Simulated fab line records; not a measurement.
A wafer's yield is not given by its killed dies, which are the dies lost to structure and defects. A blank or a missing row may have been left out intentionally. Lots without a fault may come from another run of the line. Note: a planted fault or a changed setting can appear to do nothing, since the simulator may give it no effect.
fab line records    flow nand_harc
record lots=6  wafers=18  last_day=24
route steps=1159 shown A_CHANNEL_FILL_D1@496
lots untouched by any fault: they come from a run of this same line in which no faults occurred
start_h: hours from the record's opening day to when the first of the lot's shown wafers began    wait_h: hours since the lot's step before    " repeats the value in the row above    L1.1+2: a single row standing in for several wafers    - no value, or no start given    * or withheld: withheld    < > ~ a bound
route shown NAME@n: names a module that has steps shown in the file, with the first one's number in the route    usual: mean/standard deviation taken from wafers without a fault    same: alike in all rows    chamber/n: place in a boat    sites: per-site readings    _std_site: the standard deviation of these    _edge_site: inner sites' mean taken away from outer sites' mean    radius_mm: for every site, how far away it sits from the centre of the wafer    mask NAME#n: copy n    behind: the tool/chamber that last shaped the wafer    hold: cause of the lot's hold/its duration in hours/its outcome    device: names the non-switching transistor (n, p or np)    end of line: the same wafers' tests at the end of the route    where a step has no rows: the recipe by itself    killed: not the wafer's yield, but the dies lost to structure and defects at the first sort    map: per-die view of a wafer (x killed, . not killed, _ where there is no die)
set.NAME: the setting that was run; set.NAME@STEP: the one run at that earlier step    model.NAME: the simulator's own value behind a step, which no gauge read
lots at selected steps of the route; one table per step, one row per wafer
services: the hour from which a tool's chamber was out of use, counted from the record's first day as start_h (under 0 if before that day), plus the number of hours and why
## steps
# step NHARC_A_CHANNEL_FILL_D1_ALD_16
# recipe target_thk_a=15  pulse_time_s=10  ald_cycles=15  temp_c=300  material=SiO2
# usual heater_power_w=450/40  precursor_pulse_height_rel=1.001/0.02
lot.wafer  tool       chamber  start_h  wait_h  heater_power_w  precursor_pulse_height_rel
L804.1     ald_hk-04  3        212.53   0.1     422             1.002
L804.5     "          1        "        "       413             0.990
L804.6     "          2        "        "       376             1.010
L806.3     ald_hk-01  1        220.89   0.1     428             1.000
L806.4     "          2        "        "       519             0.988
L806.5     "          1        "        "       432             0.996
L808.2     ald_hk-04  2        220.89   0.1     387             1.056
L808.4     "          1        "        "       410             1.013
L808.5     "          2        "        "       384             0.991
L816.1     ald_hk-04  3        275.51   0.1     427             1.010
L816.2     "          0        "        "       436             0.993
L816.6     "          2        "        "       386             0.993
L820.4     ald_hk-02  1        303.85   0.1     495             0.997
L820.1     "          2        "        "       461             1.027
L820.5     "          0        "        "       520             0.981
L821.3     ald_hk-04  3        312.13   0.3     431             0.983
L821.6     "          3        "        "       426             0.989
L821.5     "          0        "        "       435             1.042
# step NHARC_A_CHANNEL_FILL_D1_ANNEAL_17
# recipe temp_c=850  time_s=1800
# step NHARC_A_CHANNEL_FILL_D1_CVD_18
# recipe target_thk_a=30  temp_c=550  material=poly-Si
# step NHARC_A_CHANNEL_FILL_D1_ETCHBACK_19
# recipe target_depth_a=50  time_s=1.7  hbr_flow_sccm=150  cl2_flow_sccm=50  rf_w=400  icp_w=400  bias_w=100  chemistry=HBr/Cl2
# usual bias_w=99.98/0.3  chamber_pressure_mTorr=15.001/0.013  drypump_motor_current_A=5.48/0.19  he_backside_leak_sccm=2.70/0.25  mfc_cl2_sccm=50.00/0.15  oes_product_au=0.998/0.01  throttle_valve_pct=26.405/0.0091
lot.wafer  tool       chamber  start_h  wait_h  bias_w  chamber_pressure_mTorr  drypump_motor_current_A  he_backside_leak_sccm  mfc_cl2_sccm  oes_product_au  rf_hours_counter_h  throttle_valve_pct
L804.1     rie_si-02  0        225.02   0.4     99.68   14.991                  5.50                     2.59                   49.85         0.990           0.0                 26.408
L804.6     "          2        "        "       100.03  15.016                  5.15                     2.98                   50.00         0.998           -                   26.406
L804.5     "          3        "        "       100.38  15.001                  5.44                     2.47                   49.64         0.991           -                   26.414
L808.2     rie_si-03  2        232.64   0.4     100.55  15.013                  5.69                     2.39                   49.98         1.004           0.6                 26.399
L808.4     "          0        "        "       100.36  14.983                  5.51                     2.58                   49.81         0.990           0.5                 26.394
L808.5     "          3        "        "       99.57   15.007                  5.49                     3.13                   49.92         0.996           -                   26.401
L806.4     rie_si-02  0        232.64   0.4     100.27  15.001                  5.49                     2.51                   50.04         1.002           0.2                 26.404
L806.3     "          1        "        "       99.94   15.003                  5.32                     2.93                   49.80         0.997           0.2                 26.402
L806.5     "          1        "        "       99.39   15.000                  5.31                     2.99                   49.80         0.987           -                   26.409
L816.2     rie_si-02  2        287.86   0.4     100.29  14.998                  5.15                     2.89                   49.98         0.992           0.7                 26.403
L816.1     "          1        "        "       100.51  15.017                  5.32                     3.08                   50.04         0.988           0.6                 26.401
L816.6     "          2        "        "       100.00  15.006                  5.15                     2.88                   49.88         0.990           -                   26.418
L820.1     rie_si-05  0        315.83   0.4     100.12  15.013                  5.66                     3.10                   49.98         1.001           0.4                 26.418
L820.4     "          1        "        "       100.31  14.999                  5.76                     2.58                   49.49         1.023           0.6                 26.403
L820.5     "          1        "        "       100.70  14.974                  5.76                     2.54                   49.86         1.015           -                   26.411
L821.3     rie_si-05  0        323.68   0.4     99.96   14.991                  5.68                     2.77                   50.07         1.002           0.5                 26.412
L821.6     "          1        "        "       100.38  15.002                  5.76                     2.51                   50.21         1.012           -                   26.408
L821.5     "          2        "        "       99.63   14.982                  5.81                     2.44                   49.85         1.004           -                   26.391
# step NHARC_A_CHANNEL_FILL_D1_ETCHBACK_20
# recipe target_depth_a=270  time_s=13.5  c4f8_flow_sccm=withheld  o2_flow_sccm=8  ar_flow_sccm=withheld  rf_w=600  bias_w=1500  chemistry=C4F8/O2/Ar
# usual bias_w=1499/4.6  chamber_pressure_mTorr=25.003/0.025  oes_product_au=0.96/0.037  rf_vpp_V=981/4.2
lot.wafer  tool         chamber  start_h  wait_h  bias_w  chamber_pressure_mTorr  oes_product_au  rf_hours_counter_h  rf_vpp_V
L804.1     rie_diel-05  0        225.15   -       1498    24.976                  0.93            1.3                 977
L804.6     "            1        "        "       1508    24.989                  0.93            -                   982
L804.5     "            2        "        "       1497    24.988                  0.93            -                   977
L806.3     rie_diel-05  2        232.77   -       1514    25.011                  0.99            1.3                 976
L806.4     "            3        "        "       1502    25.008                  0.99            1.4                 989
L806.5     "            3        "        "       1504    25.016                  0.99            -                   988
L808.2     rie_diel-01  0        232.77   -       1501    24.990                  0.93            3.5                 985
L808.4     "            2        "        "       1503    24.997                  0.93            3.8                 982
L808.5     "            1        "        "       1504    24.995                  0.92            -                   983
L816.1     rie_diel-01  2        287.99   -       1499    24.990                  0.94            5.6                 980
L816.2     "            3        "        "       1497    25.024                  0.93            5.2                 986
L816.6     "            3        "        "       1500    25.044                  0.94            -                   985
L820.1     rie_diel-05  2        315.96   -       1501    25.010                  0.92            3.0                 975
L820.4     "            0        "        "       1505    25.006                  0.91            3.2                 977
L820.5     "            3        "        "       1497    25.028                  0.91            -                   989
L821.3     rie_diel-01  0        323.83   -       1505    25.031                  1.00            0                   986
L821.6     "            1        "        "       1501    25.016                  0.99            -                   982
L821.5     "            2        "        "       1498    24.995                  1.00            -                   982
# step NHARC_A_CHANNEL_FILL_D1_STRIP_28
# recipe time_s=20  o2_flow_sccm=500  ar_flow_sccm=0  bias_w=0  chemistry=O2
# usual drypump_motor_current_A=5.7/0.57  oes_product_au=1.003/0.01  rf_vpp_V=58.0/0.85  showerhead_plenum_p_Torr=3.62/0.11  throttle_valve_pct=17.035/0.0087
lot.wafer  tool         chamber  start_h  wait_h  drypump_motor_current_A  oes_product_au  rf_hours_counter_h  rf_vpp_V  showerhead_plenum_p_Torr  throttle_valve_pct
L804.1     rie_diel-05  3        225.21   0.1     4.9                      0.996           1.2                 58.7      3.79                      17.027
L804.6     "            2        "        "       6.3                      0.997           -                   59.1      3.46                      17.036
L804.5     "            3        "        "       5.0                      1.000           -                   57.8      3.78                      17.025
L808.4     rie_diel-01  0        232.86   0.1     5.6                      1.003           3.5                 57.8      3.68                      17.042
L808.2     "            3        "        "       6.2                      1.000           3.6                 58.3      3.72                      17.047
L808.5     "            0        "        "       5.6                      1.018           -                   57.3      3.68                      17.048
L806.4     rie_diel-05  2        232.86   0.1     6.3                      0.997           1.3                 57.0      3.46                      17.038
L806.3     "            3        "        "       4.9                      1.007           1.4                 58.8      3.78                      17.043
L806.5     "            3        "        "       4.9                      0.989           -                   59.2      3.78                      17.035
L816.1     rie_diel-01  2        288.08   0.1     6.1                      1.003           5.6                 59.1      3.63                      17.044
L816.2     "            0        "        "       5.6                      1.007           5.2                 58.6      3.68                      17.042
L816.6     "            2        "        "       6.1                      1.011           -                   57.1      3.63                      17.025
L820.4     rie_diel-05  3        316.05   0.1     4.9                      0.986           3.1                 59.0      3.78                      17.059
L820.1     "            1        "        "       4.8                      1.009           3.2                 57.0      3.63                      17.041
L820.5     "            3        "        "       4.8                      0.996           -                   58.6      3.78                      17.033
L821.3     rie_diel-01  0        323.90   0.1     5.6                      1.001           0                   57.4      3.68                      17.045
L821.5     "            3        "        "       6.2                      0.998           -                   59.9      3.71                      17.028
L821.6     "            0        "        "       5.6                      1.003           -                   58.9      3.68                      17.042
# step NHARC_A_CHANNEL_FILL_D1_PRECLEAN_21
# recipe time_s=30  chemistry=dHF
# step NHARC_A_CHANNEL_FILL_D1_SRD_23
# step NHARC_A_CHANNEL_FILL_D1_CVD_05
# recipe target_thk_a=50  temp_c=550  material=poly-Si
# step NHARC_A_CHANNEL_FILL_D1_ANNEAL_22
# recipe temp_c=620  time_s=7200
# step NHARC_A_CHANNEL_FILL_D1_ALD_25
# recipe target_thk_a=600  pulse_time_s=10  ald_cycles=600  temp_c=300  material=SiOx
# step NHARC_A_CHANNEL_FILL_D1_ETCHBACK_08
# recipe target_depth_a=2200  time_s=110  c4f8_flow_sccm=20  ar_flow_sccm=withheld  rf_w=600  bias_w=300  chemistry=C4F8
# usual chamber_pressure_mTorr=24.997/0.026  oes_product_au=0.96/0.035  rf_vpp_V=442.4/2.1
lot.wafer  tool         chamber  start_h  wait_h  chamber_pressure_mTorr  oes_product_au  rf_hours_counter_h  rf_vpp_V
L804.1     rie_diel-01  2        242.25   -       25.004                  1.00            4                   441.6
L804.5     "            1        "        "       24.972                  0.99            -                   442.2
L804.6     "            2        "        "       24.922                  1.00            -                   443.2
L808.2     rie_diel-05  3        250.06   -       -                       -               -                   -
L808.5     "            2        "        "       -                       -               -                   -
L808.4     "            1        "        "       -                       -               -                   -
L806.4     rie_diel-05  2        253.85   -       -                       -               -                   -
L806.3     "            0        "        "       -                       -               -                   -
L806.5     "            2        "        "       -                       -               -                   -
L816.2     rie_diel-01  0        305.66   -       24.971                  0.93            6                   444.5
L816.1     "            3        "        "       24.996                  0.94            6                   443.4
L816.6     "            3        "        "       24.972                  0.93            -                   443.9
L820.1     rie_diel-05  2        333.25   -       24.963                  0.95            3                   438.7
L820.4     "            3        "        "       25.004                  0.94            4                   445.2
L820.5     "            1        "        "       25.019                  0.94            -                   441.8
L821.3     rie_diel-01  0        340.99   -       25.039                  0.94            1                   443.0
L821.6     "            3        "        "       24.948                  0.94            -                   445.1
L821.5     "            0        "        "       25.011                  0.94            -                   443.4
# step NHARC_A_CHANNEL_FILL_D1_STRIP_29
# recipe time_s=20  o2_flow_sccm=500  ar_flow_sccm=0  bias_w=0  chemistry=O2
# usual drypump_motor_current_A=5.7/0.57  oes_product_au=1.004/0.0098  rf_vpp_V=58.0/0.79  showerhead_plenum_p_Torr=3.62/0.11  throttle_valve_pct=17.035/0.0096
lot.wafer  tool         chamber  start_h  wait_h  drypump_motor_current_A  oes_product_au  rf_hours_counter_h  rf_vpp_V  showerhead_plenum_p_Torr  throttle_valve_pct
L804.1     rie_diel-01  3        -        -       6.2                      1.007           4                   58.6      3.71                      17.044
L804.5     "            1        "        "       5.2                      1.001           -                   58.1      3.64                      17.038
L804.6     "            2        "        "       6.1                      1.003           -                   56.8      3.63                      17.048
L808.2     rie_diel-05  1        250.23   0.1     4.8                      1.020           2                   57.5      3.64                      17.041
L808.5     "            3        "        "       4.9                      1.006           -                   57.7      3.78                      17.028
L808.4     "            2        "        "       6.3                      1.009           -                   59.5      3.46                      17.026
L806.3     rie_diel-05  0        253.99   0.1     5.9                      1.006           2                   57.4      3.48                      17.029
L806.4     "            2        "        "       6.3                      1.014           2                   57.1      3.46                      17.020
L806.5     "            0        "        "       6.0                      1.002           -                   59.1      3.48                      17.046
L816.1     rie_diel-01  3        305.91   0.2     6.3                      0.994           6                   57.2      3.71                      17.037
L816.2     "            0        "        "       5.6                      1.007           6                   58.0      3.68                      17.007
L816.6     "            0        "        "       5.6                      1.007           -                   58.8      3.68                      17.039
L820.4     rie_diel-05  2        -        -       6.3                      1.011           3                   57.6      3.46                      17.039
L820.1     "            0        "        "       5.9                      0.993           4                   57.8      3.48                      17.039
L820.5     "            2        "        "       6.3                      1.009           -                   58.8      3.46                      17.043
L821.3     rie_diel-01  3        341.15   0.1     6.2                      1.002           1                   56.4      3.71                      17.045
L821.6     "            2        "        "       6.0                      0.992           -                   58.0      3.63                      17.037
L821.5     "            3        "        "       6.3                      0.992           -                   58.5      3.71                      17.042
## services
tool         chamber  start_h  hours  kind
rie_diel-01  0        195.80   -      clean
rie_diel-01  1        195.80   -      clean
rie_diel-01  2        195.80   -      clean
rie_diel-01  3        195.80   -      clean
rie_diel-05  0        197.11   -      clean
rie_diel-05  1        197.11   -      clean
rie_diel-05  2        197.11   -      clean
rie_diel-05  3        197.11   -      clean
rie_si-02    -        211.00   9.0    pm
rie_diel-01  0        220.30   -      clean
rie_si-05    -        239.00   9.0    pm
rie_si-03    1        242.66   6.1    repair
rie_diel-05  0        245.91   4.6    repair
rie_si-02    1        253.97   9.6    repair
rie_si-02    1        282.04   5.4    repair
ald_hk-02    -        282.49   10.0   pm
rie_si-03    2        290.36   3.2    repair
rie_diel-01  2        301.05   5.0    repair
rie_diel-01  1        303.48   5.4    repair
rie_diel-05  -        310.80   0.6    repair
rie_diel-01  -        314.80   9.0    pm
rie_si-03    -        332.00   9.0    pm
rie_diel-01  1        336.41   6.9    repair
rie_diel-05  -        340.61   9.0    pm
## key
first_sign step=NHARC_A_CHANNEL_FILL_D1_ETCHBACK_08  reading=tool_record  direction=missing
effect none on later readings
met_at NHARC_A_CHANNEL_FILL_D1_ETCHBACK_08
struck_wafers L806.3,L806.4,L806.5,L808.2,L808.4,L808.5
later_rows_left_out L806.3,L806.4,L806.5,L808.2,L808.4,L808.5
sort_left_out L806.3,L806.4,L806.5,L808.2,L808.4,L808.5
tester_left_out L806,L808
fault kind=skipped_step_whole  tool=rie_diel-05  chamber=-  onset_h=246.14  steps=NHARC_A_CHANNEL_FILL_D1_ETCHBACK_08  scope=struck_lots_only
# tester_left_out: of these lots the tester's yield and bins aren't shown, on N5 and GAA mostly nor the transistor test; their killed dies are dies lost to structure and defects alone, not to doping, threshold or leakage, so they don't give the yield
# sort_left_out: the simulated sort isn't trusted on such a fault, so these wafers' sort isn't shown, and their yield isn't known
# later_rows_left_out: the simulator's readings of these wafers behind a module that went badly wrong aren't trusted and aren't shown, but for the sort
